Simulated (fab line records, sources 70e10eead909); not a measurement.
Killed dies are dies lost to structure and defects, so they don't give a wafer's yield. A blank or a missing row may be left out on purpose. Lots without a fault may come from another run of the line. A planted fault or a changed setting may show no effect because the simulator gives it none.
fab line records | flow nand_harc
record lots=5 wafers=15 last_day=33
route steps=1302 shown A_STAIRCASE@820 END@1302
lots that met no fault: from a run of the same line without faults
start_h: hours from the record's first day to the start of the lot's first wafer shown | wait_h: hours since the lot's step before | " the same as in the row above | L1.1+2: a row that stands for several wafers | - no value, or no start given | * or withheld: withheld | < > ~ a bound
route shown NAME@n: a module of which the file shows steps, and the number in the route of the first | usual: mean/standard deviation of fault-free wafers | same: alike in all rows | chamber/n: place in a boat | sites: the reading at each site | _std_site: their standard deviation | _edge_site: outer sites' mean less inner sites' | radius_mm: how far each site lies from the wafer's centre | mask NAME#n: copy n | behind: the tool/chamber that last shaped the wafer | hold: why the lot was held/for how many hours/how that ended | device: the transistor (n, p or np) that didn't switch | end of line: the same wafers' tests at the end of the route | a step without rows: its recipe alone | killed: dies lost to structure and defects at the first sort, not the wafer's yield | map: a wafer's dies, x killed, . not, _ none there
set.NAME: the setting as run; set.NAME@STEP: as run at that earlier step | model.NAME: the simulator's own value behind a step, which no gauge read
lots at some steps of the route; a table a step, a row a wafer
services: from which hour (start_h, from the record's first day; less than 0 if before it) a tool's chamber was out of use, for how many hours, and why
## steps
# step NHARC_A_STAIRCASE_DEHYDRATE_302
# recipe temp_c=150 time_s=120
# step NHARC_A_STAIRCASE_HMDS_303
# recipe time_s=30
# step NHARC_A_STAIRCASE_COAT_304
# recipe spin_rpm=1200
# step NHARC_A_STAIRCASE_SOFTBAKE_305
# recipe temp_c=135 time_s=170
# step NHARC_A_STAIRCASE_EBR_306
# step NHARC_A_STAIRCASE_EXPOSE_307
# recipe na=0.5 dose_mj=45.72 mask_id=CHOP_50
# step NHARC_A_STAIRCASE_PEB_308
# recipe peb_temp_c=115 peb_time_s=130
# step NHARC_A_STAIRCASE_DEVELOP_309
# recipe time_s=140
# step NHARC_A_STAIRCASE_HARDBAKE_311
# recipe temp_c=120 time_s=140
# step NHARC_A_STAIRCASE_DESCUM_312
# recipe time_s=3 o2_flow_sccm=200 ar_flow_sccm=0 bias_power_w=0 chemistry=O2
# usual drypump_motor_current_A=5.7/0.33 mfc_ar_sccm=0.011/0.016 oes_product_au=1.000/0.011 rf_vpp_V=57.6/0.93 showerhead_plenum_p_Torr=1.88/0.098 throttle_valve_pct=11.311/0.0091
# columns lot.wafer tool chamber start_h wait_h drypump_motor_current_A mfc_ar_sccm oes_product_au rf_hours_counter_h rf_vpp_V showerhead_plenum_p_Torr throttle_valve_pct
L466.3 rie_diel-13 0 376.44 - 5.5 0 1.011 14 58.2 2.07 11.314
L466.2 " 2 " " 6.6 0.042 1.008 9 56.9 1.87 11.301
L466.4 " 3 " " 5.5 0.035 1.003 13 56.7 1.82 11.304
L474.2 rie_diel-12 0 475.92 - 5.6 0 1.016 6 55.9 1.80 11.306
L474.4 " 1 " " 5.4 0.031 0.993 6 56.4 1.78 11.304
L474.1 " 2 " " 6.0 0.041 0.989 6 56.8 1.97 11.280
L478.1 rie_diel-12 2 515.69 - 6.0 0.041 0.994 17 58.5 1.97 11.309
L478.3 " 3 " " 5.9 0.004 0.985 15 58.7 1.91 11.324
L478.2 " 1 " " 5.4 0.031 1.003 17 58.1 1.78 11.308
L485.2 rie_diel-03 2 579.56 - 6.1 0 1.000 34 56.3 1.78 11.295
L485.1 " 3 " " 5.3 0 0.995 32 59.6 2.04 11.316
L485.6 " 2 " " 6.1 0 1.015 - 56.5 1.78 11.321
L487.3 rie_diel-13 0 606.84 - 5.5 0 1.002 18 57.3 2.05 11.315
L487.1 " 1 " " 5.4 0 1.008 27 55.9 1.79 11.306
L487.2 " 2 " " 6.6 0.042 1.007 27 58.2 1.84 11.311
# step NHARC_A_STAIRCASE_ETCH_313
# recipe cf4_flow_sccm=100 chf3_flow_sccm=30 ar_flow_sccm=0 rf_w=500 bias_w=200 chemistry=CF4/CHF3
# step NHARC_A_STAIRCASE_HM_OPEN_463
# recipe o2_flow_sccm=400 cos_flow_sccm=20 ar_flow_sccm=0 rf_w=500 bias_w=300 chemistry=O2/COS
# usual drypump_motor_current_A=5.7/0.35 mfc_ar_sccm=0.013/0.017 oes_product_au=0.999/0.011 rf_vpp_V=466/3.3 showerhead_plenum_p_Torr=3.08/0.15 throttle_valve_pct=28.329/0.0098
# columns lot.wafer tool chamber start_h wait_h drypump_motor_current_A mfc_ar_sccm oes_product_au rf_hours_counter_h rf_vpp_V showerhead_plenum_p_Torr throttle_valve_pct
L466.3 rie_diel-13 3 376.64 - 5.6 0.035 1.005 13 463 2.97 28.322
L466.4 " 1 " " 5.4 0 1.006 11 464 2.97 28.344
L466.2 " 2 " " 6.6 0.042 0.999 9 465 3.05 28.307
L474.1 rie_diel-12 2 476.14 - 6.0 0.041 0.986 6 469 3.22 28.330
L474.4 " 3 " " 5.9 0.004 0.986 5 467 3.12 28.327
L474.2 " 0 " " 5.6 0 1.010 6 462 2.94 28.318
L478.1 rie_diel-12 1 515.89 - 5.5 0.031 0.997 17 462 2.91 28.334
L478.3 " 2 " " 6.0 0.041 0.998 17 469 3.21 28.312
L478.2 " 3 " " 5.9 0.004 1.003 15 466 3.12 28.336
L485.1 rie_diel-03 1 579.86 - 5.3 0 0.983 35 469 3.18 28.332
L485.2 " 2 " " 6.1 0 0.993 34 463 2.92 28.330
L485.6 " 3 " " 5.3 0 0.987 - 472 3.32 28.334
L487.3 rie_diel-13 3 607.06 - 5.5 0.035 1.005 20 465 2.94 28.328
L487.1 " 0 " " 5.5 0 0.993 18 472 3.33 28.324
L487.2 " 1 " " 5.3 0 1.014 27 463 2.93 28.335
# step NHARC_A_STAIRCASE_STRIP_464
# recipe o2_flow_sccm=400 cos_flow_sccm=20 ar_flow_sccm=0 bias_w=0 chemistry=O2/COS
# step NHARC_A_STAIRCASE_ETCH_453
# recipe target_depth_a=300 overetch_a=30 time_s=16.5 ion_energy_ev=100 cf4_flow_sccm=80 o2_flow_sccm=20 ar_flow_sccm=0 rf_w=300 bias_w=100 chemistry=CF4/O2
# step NHARC_A_STAIRCASE_ETCH_315
# recipe target_depth_a=25000 time_s=607.1 ion_energy_ev=800 c4f8_flow_sccm=80 o2_flow_sccm=60 ar_flow_sccm=withheld rf_w=600 bias_w=3000 chemistry=C4F8/O2/Ar
# usual oes_product_au=0.932/0.018 rf_vpp_V=1823/13
# columns lot.wafer tool chamber start_h wait_h oes_product_au rf_hours_counter_h rf_vpp_V
L466.2 rie_diel-13 3 - - 0.943 13 1813
L466.4 " 1 " " 0.929 11 1814
L466.3 " 2 " " 0.944 10 1821
L474.1 rie_diel-12 2 - - 0.920 6 1834
L474.4 " 0 " " 0.947 6 1811
L474.2 " 1 " " 0.937 6 1809
L478.1 rie_diel-12 2 - - 0.933 17 1835
L478.3 " 0 " " 0.934 17 1811
L478.2 " 1 " " 0.935 17 1810
L485.2 rie_diel-03 0 - - 0.918 32 1814
L485.1 " 1 " " 0.922 36 1832
L485.6 " 2 " " 0.940 - 1810
L487.2 rie_diel-13 2 - - 0.931 27 1816
L487.3 " 3 " " 0.924 20 1810
L487.1 " 0 " " 0.923 19 1844
# step NHARC_A_STAIRCASE_STRIP_316
# recipe o2_flow_sccm=500 ar_flow_sccm=0 bias_w=0 chemistry=O2
# step NHARC_A_STAIRCASE_STRIP_317
# recipe time_s=900 temp_c=130 chemistry=SPM
# step NHARC_A_STAIRCASE_PRECLEAN_318
# recipe time_s=* temp_c=50 bath_age_min=0 chemistry=SC1
# step NHARC_A_STAIRCASE_SRD_329
# step NHARC_A_STAIRCASE_ALD_415
# recipe target_thk_a=300 pulse_time_s=6 ald_cycles=300 temp_c=300 material=SiO2
# step NHARC_A_STAIRCASE_ETCHBACK_416
# recipe target_depth_a=360 time_s=7.2 c4f8_flow_sccm=withheld o2_flow_sccm=8 ar_flow_sccm=withheld rf_w=600 bias_w=800 chemistry=C4F8/O2/Ar
# step NHARC_A_STAIRCASE_STRIP_476
# recipe time_s=20 o2_flow_sccm=500 ar_flow_sccm=0 bias_w=0 chemistry=O2
# step NHARC_A_STAIRCASE_DEP_417
# recipe target_thk_a=600 step_coverage_pct=20 temp_c=400 target_thk_nm=60 flow_sccm=200 rf_w=450 material=Si3N4
# step NHARC_A_STAIRCASE_WET_418
# recipe temp_c=160 target_depth_a=200 chemistry=H3PO4
# step NHARC_A_STAIRCASE_PRECLEAN_419
# recipe time_s=* temp_c=50 bath_age_min=0 chemistry=SC1
# step NHARC_A_STAIRCASE_SRD_421
# step NHARC_A_STAIRCASE_ALD_420
# recipe target_thk_a=200 pulse_time_s=6 ald_cycles=200 temp_c=300 material=SiO2
# step NHARC_A_STAIRCASE_CVD_552
# recipe target_thk_a=400 temp_c=700 pressure_mtorr=300 material=SiNx
# step NHARC_A_STAIRCASE_DEP_151
# recipe target_thk_a=72000 temp_c=400 target_thk_nm=7200 teos_flow_sccm=200 rf_w=500 material=SiO2
# usual heater_power_outer_w=357/73 heater_power_w=622/96
# columns lot.wafer tool chamber start_h wait_h heater_power_outer_w heater_power_w
L466.2 pecvd-02 0 394.13 0.4 499 817
L466.3 " 2 " " 380 646
L466.4 " 2 " " 322 558
L474.2 pecvd-03 2 490.89 0.4 400 646
L474.1 " 0 " " 350 656
L474.4 " 1 " " 219 473
L478.2 pecvd-02 1 533.06 0.4 430 679
L478.3 " 2 " " 415 685
L478.1 " 0 " " 440 760
L485.1 pecvd-03 2 594.83 0.5 398 617
L485.2 " 0 " " 317 585
L485.6 " 1 " " 239 533
L487.3 pecvd-04 2 621.87 0.4 348 570
L487.2 " 0 " " 387 659
L487.1 " 1 " " 467 796
# step NHARC_A_STAIRCASE_ANNEAL_320
# recipe temp_c=750 time_s=1800
# step NHARC_A_STAIRCASE_DEP_322
# recipe target_thk_a=72000 temp_c=400 target_thk_nm=7200 teos_flow_sccm=200 rf_w=500 material=SiO2
# usual heater_power_outer_w=362/71 heater_power_w=625/93
# columns lot.wafer tool chamber start_h wait_h heater_power_outer_w heater_power_w
L466.2 pecvd-03 1 403.01 0.1 288 569
L466.3 " 0 " " 359 632
L466.4 " 0 " " 268 511
L474.1 pecvd-02 1 500.01 0.1 383 628
L474.2 " 2 " " 378 625
L474.4 " 0 " " 373 659
L478.2 pecvd-02 1 540.92 0.1 467 738
L478.3 " 2 " " 359 623
L478.1 " 0 " " 456 766
L485.2 pecvd-04 0 603.40 0.2 393 662
L485.1 " 1 " " 424 739
L485.6 " 2 " " 304 539
L487.2 pecvd-02 1 629.89 0.1 443 709
L487.1 " 2 " " 320 545
L487.3 " 0 " " 394 709
# step NHARC_A_STAIRCASE_ANNEAL_323
# recipe temp_c=750 time_s=1800
# step NHARC_A_STAIRCASE_DEP_325
# recipe target_thk_a=72000 temp_c=400 target_thk_nm=7200 teos_flow_sccm=200 rf_w=500 material=SiO2
# usual heater_power_outer_w=349/76 heater_power_w=611/91
# columns lot.wafer tool chamber start_h wait_h heater_power_outer_w heater_power_w
L466.3 pecvd-03 0 410.95 0.2 328 604
L466.2 " 1 " " 301 585
L466.4 " 1 " " 219 490
L474.1 pecvd-02 1 507.32 0.1 472 737
L474.2 " 2 " " 411 660
L474.4 " 1 " " 364 598
L478.2 pecvd-04 2 548.50 0.1 320 551
L478.1 " 0 " " 380 650
L478.3 " 1 " " 512 865
L485.2 pecvd-03 0 611.24 0.2 291 542
L485.1 " 1 " " 267 548
L485.6 " 1 " " 239 523
L487.3 pecvd-02 2 640.19 0.2 395 643
L487.2 " 0 " " 471 791
L487.1 " 1 " " 442 717
# step NHARC_A_STAIRCASE_ANNEAL_326
# recipe temp_c=750 time_s=1800
# step NHARC_A_STAIRCASE_DEHYDRATE_433
# recipe temp_c=150 time_s=120
# step NHARC_A_STAIRCASE_HMDS_434
# recipe time_s=30
# step NHARC_A_STAIRCASE_COAT_435
# recipe spin_rpm=1200
# step NHARC_END_SORT_01
# recipe temp_c=25
# usual killed_at_array=52/18 killed_at_other=1.2/1.5 killed_at_periphery=4/3.2 killed_dies=57/17 killed_open=3.1/1.9 killed_short=2.5/1.7
# same gross_dies=677
# columns lot.wafer tool chamber start_h wait_h killed_at_array killed_at_other killed_at_periphery killed_dies killed_open killed_short
L478.1 prober-02 0 685.53 2.5 55 0 8 63 2 1
L478.3 prober-02 0 687.13 3.1 157 0 3 160 1 3
# killed by level:class
L478.1 A_SLIT:chamber_film_flake=30 A_CHANNEL_HOLE_D1:chamber_film_flake=22 P_GATE:chamber_film_flake=4 P_ZERO_WELL:chamber_film_flake=2 P_M0:geometric_particle:short=1 P_M1:geometric_particle:open=1 A_M0:geometric_particle:open=1 A_ZERO_WELL:chamber_film_flake=1
L478.3 A_STAIRCASE:unspecified=91 A_CHANNEL_HOLE_D1:chamber_film_flake=30 A_SLIT:chamber_film_flake=29 A_CHANNEL_FILL_D1:geometric_particle:short=1 A_ONON_D2:geometric_particle:short=1 A_CONTACT:geometric_particle:open=1 A_BLC:geometric_particle:short=1 P_ZERO_WELL:chamber_film_flake=1
# map L478.3 (x killed, . not)
____________.____________
_________......._________
_______..........._______
______....x........______
_____.x...xx........_____
____....x........x...____
____.x.xxxxx........x____
___..xxxxxxxx......xx.___
___xxxxxxxxxxx.....x..___
__...xxxxxxxx......xxxx__
__..xxxxxxxxx........x.__
_x...xxxxxxxx.....xxxxx._
_x.xxxxxxxxxx......xxx.x_
_...xxxxxxxxxx....xxxxx._
_...x.xxxxxx......xxx..._
_....xx.x.xxx.......x..._
......xxxx..........x....
.......x...........xx....
.........................
.........................
.......x.................
_x......................_
_......................._
_......................._
_..............x........_
_......................._
__.....................__
__.....................__
___............x......___
___..x..x.............___
____..........xx.....____
____.......x.xxxx....____
_____......x.xxxx..._____
______....xxxxxxxx.______
_______....xxxxx.._______
_________...xx.._________
____________x____________
# map L474.1 (x killed, . not)
____________.____________
_________......._________
_______.x......x.._______
______.............______
_____..............._____
____....x............____
____....x............____
___...x.x.............___
___..x.....x.......x.x___
__x....................__
__.....xx.....x......x.__
_.....x................._
_....x...x........x....._
_.....x.x..............._
_....x.x................_
_......................._
x......xx................
....x..x.................
....x.x.x................
.....x.x...............x.
..................x.....x
_.....................x._
_......x................_
_......................._
_......x................_
_......................._
__.....................__
__.....................__
___...................___
___...................___
____.......x.........____
____.........x.......____
_____..........x...._____
______......x......______
_______..x..xxxx.._______
_________......._________
____________.____________
## services
# columns tool chamber start_h hours kind
rie_diel-03 0 359.61 6.1 repair
pecvd-03 - 374.25 13.0 pm
rie_diel-12 2 406.71 10.1 repair
pecvd-02 - 408.29 13.0 pm
rie_diel-03 2 421.02 1.3 repair
rie_diel-13 3 422.60 3.9 repair
pecvd-03 1 427.09 3.8 repair
pecvd-04 2 445.47 17.1 repair
rie_diel-12 - 445.56 9.0 pm
pecvd-04 - 450.00 13.0 pm
pecvd-03 2 456.21 3.7 repair
rie_diel-03 - 461.01 9.0 pm
pecvd-02 0 486.27 6.3 repair
pecvd-04 1 506.90 3.7 repair
pecvd-02 - 516.82 0.7 repair
rie_diel-13 - 521.62 9.0 pm
rie_diel-12 0 526.03 5.7 repair
rie_diel-03 - 533.13 0.7 repair
rie_diel-12 0 536.48 5.4 repair
rie_diel-03 2 543.29 7.7 repair
pecvd-03 - 555.42 13.0 pm
pecvd-02 - 589.29 13.0 pm
rie_diel-12 - 590.55 0.9 repair
rie_diel-12 - 625.27 9.0 pm
## key
first_sign step=NHARC_END_SORT_01 reading=killed_dies direction=up sigmas=6.1 usual=57 struck=160
effect step=NHARC_END_SORT_01 reading=killed_at_array direction=up sigmas=5.9 usual=52 struck=157
more_kills_born_at NHARC_A_STAIRCASE_HM_OPEN_463@rie_diel-12=91
met_at NHARC_A_STAIRCASE_HM_OPEN_463
struck_wafers L478.3
tester_left_out L478
onset_between 476.14 515.89
fault kind=chamber_particle_source tool=rie_diel-12 chamber=2 onset_h=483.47 steps=NHARC_A_STAIRCASE_HM_OPEN_463 rate_per_visit_cm2=0.8994 end_h=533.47
# tester_left_out: of these lots the tester's yield and bins aren't shown, on N5 and GAA mostly nor the transistor test; their killed dies are dies lost to structure and defects alone, not to doping, threshold or leakage, so they don't give the yield
